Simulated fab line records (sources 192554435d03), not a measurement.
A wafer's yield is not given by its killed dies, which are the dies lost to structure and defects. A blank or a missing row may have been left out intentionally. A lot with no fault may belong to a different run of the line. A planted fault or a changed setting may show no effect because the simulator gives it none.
Matching of chambers ; flow n5-finfet ; N5_BEOL_M1_VIA_ETCH_34 on rie-diel-05 has 4 sister chambers
The step etches the open film in C4F6/O2, target depth 67.8 nm, time 64.4 s. 4 wafers are shown with their chamber, then 8 later ones without.

## WAFERS PAIRED WITH THEIR CHAMBERS
wafer;chamber;throttle-valve-pct (%)
L083.1;2;30.60
L083.4;1;31.08
L083.5;3;30.90
L088.1;0;30.16

## WAFERS WITH NO CHAMBER GIVEN
wafer;throttle-valve-pct (%)
L088.3;31.10
L088.5;30.15
L093.1;31.09
L093.2;30.16
L093.4;31.10
L094.2;30.15
L094.3;31.10
L094.4;30.92

## THE CHAMBER EACH PASSED THROUGH
wafer;from the rows above;in truth
L088.3;1;1
L088.5;0;0
L093.1;1;1
L093.2;0;0
L093.4;1;1
L094.2;0;0
L094.3;1;1
L094.4;3;3
8 of 8 placed correctly. Number that these rows cannot place: 0. 0 placed wrongly.
How it was worked out, from the rows above alone: a wafer's distance from a chamber is the root of the sum, over the readings, of the square of ((its reading less the chamber's mean) divided by the reading's scatter). The wafer belongs to the nearest chamber; if the next one is less than 2 further off, it can't be placed. A chamber's mean is the mean of its shown wafers. The scatter: with one shown wafer a chamber, the root of the mean of the squares of how far each hidden wafer lies from its nearest shown one.
